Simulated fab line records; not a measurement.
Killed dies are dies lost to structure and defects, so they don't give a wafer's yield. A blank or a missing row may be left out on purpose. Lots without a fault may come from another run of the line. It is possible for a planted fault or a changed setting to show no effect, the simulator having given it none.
Which tool is to blame? | flow nand harc | 13 lots with 39 wafers sampled at 5 steps, on a route of 1302 steps

== WHAT THE GAUGES READ, wafer by wafer ==
NHARC_THIN_TSV_CD_MEAS_12 targets a cd of 1000 nm. Usual: cd nm at 1000.1 nm, with a standard deviation of 1.1.
lot  | measured     | on        | cd nm (nm)           | flag
L968 | day 24 04:46 | cd sem-01 | 1000.5 1001.9 999.9  |
L970 | day 24 17:53 | cd sem-02 | 1000.4 999.1 999.8   |
L972 | day 24 21:29 | cd sem-03 | 1000.7 1000.1 1000.8 |
L975 | day 26 14:13 | cd sem-03 | 999.6 999.5 999.8    |
L974 | day 26 18:47 | cd sem-02 | 997.2 998.8 998.4    |
L976 | day 27 18:59 | cd sem-01 | 1001.3 1001.0 999.6  |
L979 | day 28 18:57 | cd sem-03 | 1000.1 999.8 998.7   |
L983 | day 29 18:50 | cd sem-02 | 999.9 1000.6 1001.9  |
L985 | day 30 22:12 | cd sem-01 | 999.5 999.1 1000.3   |
L984 | day 31 05:47 | cd sem-01 | 1001.7 999.6 1000.2  |
L988 | day 33 01:16 | cd sem-02 | 1000.7 999.4 1001.3  |
L990 | day 33 02:47 | cd sem-01 | 998.2 999.4 998.5    |
L991 | day 33 09:53 | cd sem-03 | 1000.1 1000.1 1002.7 |

NHARC_END_SORT_01. Usual: value, then standard deviation, for each; defect limited yield 90.7 % / 2.6; killed at array 59 / 17; killed at other 0.7 / 0.9; killed at periphery 3.6 / 2.3; killed dies 63 / 18; killed open 3.4 / 1.9; killed short 2.6 / 1.7.
lot  | measured     | on        | defect limited yield (%) | killed at array | killed at other | killed at periphery | killed dies | killed open | killed short | flag
L979 | day 29 12:18 | prober-01 | 0 0 0                    | 43 59 61        | 630 614 616     | 4 4 0               | 677 677 677 | 3 5 2       | 3 4 4        | OFF
L983 | day 30 10:07 | prober-01 | 90.5 93.2 92.9           | 61 44 45        | 0 0 1           | 3 2 2               | 64 46 48    | 5 0 4       | 2 1 1        |
L985 | day 31 14:05 | prober-02 | 85.2 88.6 87.1           | 94 74 82        | 0 0 1           | 6 3 4               | 100 77 87   | 4 1 1       | 4 4 3        |
L990 | day 33 23:11 | prober-01 | 94.7 94.4 94.2           | 29 32 35        | 3 2 1           | 4 4 3               | 36 38 39    | 7 7 1       | 2 2 3        |

== EACH LOT AND THE TOOL THAT RAN IT (in order: tool; ch and the chambers of the sampled wafers; start) ==
lot  | NHARC_THIN_TSV_STRIP_62              | NHARC_THIN_TSV_DESCUM_35           | NHARC_THIN_TSV_ETCH_59
L968 | plasma asher-01 ch 0,1, day 24 07:52 | rie diel-02 ch 0,1, day 24 11:18   | rie metal-01 ch 0,1, day 24 11:25
L970 | plasma asher-02 ch 0,1, day 24 20:40 | rie diel-10 ch 0,2, day 25 00:11   | rie metal-02 ch 0,1, day 25 00:22
L972 | plasma asher-02 ch 0,1, day 25 00:13 | rie diel-05 ch 1,3, day 25 03:41   | rie metal-03 ch 0,1, day 25 03:50
L975 | plasma asher-02 ch 0,1, day 26 17:02 | rie diel-05 ch 0,2,3, day 26 20:28 | rie metal-03 ch 0,1, day 26 20:37
L974 | plasma asher-02 ch 0,1, day 26 21:56 | rie diel-02 ch 1,2,3, day 27 01:23 | rie metal-03 ch 0,1, day 27 01:32
L976 | plasma asher-02 ch 0,1, day 27 21:40 | rie diel-02 ch 1,2,3, day 28 01:16 | rie metal-02 ch 0,1, day 28 01:26
L979 | plasma asher-02 ch 0,1, day 28 21:50 | rie diel-10 ch 1,3, day 29 01:16   | rie metal-01 ch 0,1, day 29 01:28
L983 | plasma asher-02 ch 0,1, day 29 21:29 | rie diel-05 ch 0,2,3, day 30 00:48 | rie metal-01 ch 0, day 30 01:02
L985 | plasma asher-01 ch 0,1, day 31 00:49 | rie diel-10 ch 0,1,2, day 31 04:17 | rie metal-02 ch 0,1, day 31 04:28
L984 | plasma asher-02 ch 0,1, day 31 08:32 | rie diel-05 ch 1,2,3, day 31 12:01 | rie metal-02 ch 0,1, day 31 12:08
L988 | plasma asher-02 ch 0,1, day 33 04:20 | rie diel-02 ch 1,2, day 33 07:53   | rie metal-02 ch 0, day 33 08:02
L990 | plasma asher-02 ch 0,1, day 33 05:38 | rie diel-02 ch 1,2,3, day 33 09:07 | rie metal-01 ch 1, day 33 09:14
L991 | plasma asher-01 ch 0,1, day 33 12:32 | rie diel-05 ch 1,3, day 33 16:01   | rie metal-02 ch 0,1, day 33 16:08
- NHARC_THIN_TSV_STRIP_62: strips in N2/H2, time 20 s.
- NHARC_THIN_TSV_DESCUM_35: chemistry O2, time 3 s.
- NHARC_THIN_TSV_ETCH_59: etches the open film in Cl2/BCl3, target depth 880 nm, time 138.1 s.

== AS READ BY THE TOOLS THEMSELVES (means over the sampled wafers that have a number; for cases with no such wafer, the mark the record gives instead) ==
NHARC_THIN_TSV_STRIP_62. Usual: drypump motor current A 6.0 A, standard deviation 0.42; heater power w 311 W, standard deviation 25.
lot  | tool            | drypump motor current A (A) | heater power w (W) | flag
L968 | plasma asher-01 | 5.6                         | 286                |
L970 | plasma asher-02 | 6.4                         | 315                |
L972 | plasma asher-02 | 6.4                         | 321                |
L975 | plasma asher-02 | 6.4                         | 322                |
L974 | plasma asher-02 | 6.4                         | 324                |
L976 | plasma asher-02 | 6.4                         | 322                |
L979 | plasma asher-02 | 6.4                         | 327                |
L983 | plasma asher-02 | 6.4                         | 323                |
L985 | plasma asher-01 | 5.6                         | 312                |
L984 | plasma asher-02 | 6.4                         | 324                |
L988 | plasma asher-02 | 6.4                         | 323                |
L990 | plasma asher-02 | 6.4                         | 321                |
L991 | plasma asher-01 | 5.6                         | 308                |

NHARC_THIN_TSV_DESCUM_35. Usual: drypump motor current A 5.7 A, standard deviation 0.4; oes product au 0.997 a.u., standard deviation 0.0075; rf vpp V 58.0 V, standard deviation 0.87; showerhead plenum p Torr 1.94 Torr, standard deviation 0.07; throttle valve pct 11.310 %, standard deviation 0.0089.
lot  | tool        | drypump motor current A (A) | oes product au (a.u.) | rf vpp V (V) | showerhead plenum p Torr (Torr) | throttle valve pct (%) | flag
L968 | rie diel-02 | 5.3                         | 1.000                 | 58.4         | 1.98                            | 11.320                 |
L970 | rie diel-10 | 5.8                         | 0.999                 | 58.3         | 1.84                            | 11.311                 |
L972 | rie diel-05 | 5.4                         | 0.995                 | 58.3         | 1.92                            | 11.312                 |
L975 | rie diel-05 | 5.6                         | 0.988                 | 57.0         | 1.97                            | 11.319                 |
L974 | rie diel-02 | 5.9                         | 1.002                 | 57.9         | 2.01                            | 11.305                 |
L976 | rie diel-02 | 5.9                         | 1.001                 | 57.9         | 2.01                            | 11.321                 |
L979 | rie diel-10 | 5.7                         | 1.007                 | 57.4         | 1.89                            | 11.315                 |
L983 | rie diel-05 | 5.6                         | 1.000                 | 57.5         | 1.97                            | 11.314                 |
L985 | rie diel-10 | 5.9                         | 0.998                 | 58.5         | 1.84                            | 11.306                 |
L984 | rie diel-05 | 5.4                         | 0.998                 | 58.4         | 1.95                            | 11.307                 |
L988 | rie diel-02 | 6.0                         | 0.995                 | 57.5         | 1.98                            | 11.307                 |
L990 | rie diel-02 | 5.9                         | 0.994                 | 57.1         | 2.01                            | 11.312                 |
L991 | rie diel-05 | 5.4                         | 1.001                 | 58.7         | 1.92                            | 11.313                 |

NHARC_THIN_TSV_ETCH_59. Usual: bcl3 flow sccm 29.98 sccm, standard deviation 0.092; bias w 99.99 W, standard deviation 0.29; drypump motor current A 5.6 A, standard deviation 0.34; oes product au 0.999 a.u., standard deviation 0.0065; throttle valve pct 22.265 %, standard deviation 0.0082.
lot  | tool         | bcl3 flow sccm (sccm) | bias w (W) | drypump motor current A (A) | oes product au (a.u.) | throttle valve pct (%) | flag
L968 | rie metal-01 | 30.01                 | 100.05     | 5.8                         | 0.993                 | 22.268                 |
L970 | rie metal-02 | 29.95                 | 99.90      | 5.4                         | 0.995                 | 22.262                 |
L972 | rie metal-03 | 29.95                 | 100.11     | 5.5                         | 0.997                 | 22.259                 |
L975 | rie metal-03 | 30.05                 | 100.09     | 5.5                         | 1.009                 | 22.265                 |
L974 | rie metal-03 | 30.09                 | 99.83      | 5.9                         | 1.004                 | 22.263                 |
L976 | rie metal-02 | -                     | -          | -                           | -                     | -                      | OFF
L979 | rie metal-01 | -                     | -          | -                           | -                     | -                      | OFF
L983 | rie metal-01 | 29.93                 | 99.79      | 5.6                         | 1.002                 | 22.271                 |
L985 | rie metal-02 | 29.89                 | 99.97      | 5.4                         | 0.996                 | 22.262                 |
L984 | rie metal-02 | 29.95                 | 99.88      | 5.4                         | 0.998                 | 22.255                 |
L988 | rie metal-02 | 30.04                 | 100.09     | 5.2                         | 0.992                 | 22.266                 |
L990 | rie metal-01 | 29.96                 | 100.31     | 5.9                         | 0.996                 | 22.261                 |
L991 | rie metal-02 | 29.98                 | 100.13     | 5.4                         | 0.999                 | 22.263                 |

== THE ANSWER, worked out from the rows above alone ==
Rule: a lot is off if the mean of its wafers that have a number lies more than 3 standard deviations from the usual mean. Also off: a lot with no number at a reading for which 4 or more lots have one. Any other lot the step has rows for is counted as sound. After the gauges, taken in route order, come the tools' own readings; for these a lot's mean is taken, as printed above. The first step at which some lot is off is used, and at that step the reading that is off furthest; a lot without a number counts as furthest.
Off: L979, at NHARC_END_SORT_01 (killed at other). Neither off nor sound, because the step has no rows for them: L968, L970, L972, L975, L974, L976, L984, L988, L991.
If a tool, at a process step before that reading, ran all the lots that are off and no sound lot after the first of them, it fits. The gauges at NHARC_END_SORT_01 aren't tried: what is off there is off at NHARC_THIN_TSV_ETCH_59 too, on other tools, and a gauge's error can't cause that. No candidate that was tried fits.

== WHAT THE SIMULATOR HAD INSERTED ==
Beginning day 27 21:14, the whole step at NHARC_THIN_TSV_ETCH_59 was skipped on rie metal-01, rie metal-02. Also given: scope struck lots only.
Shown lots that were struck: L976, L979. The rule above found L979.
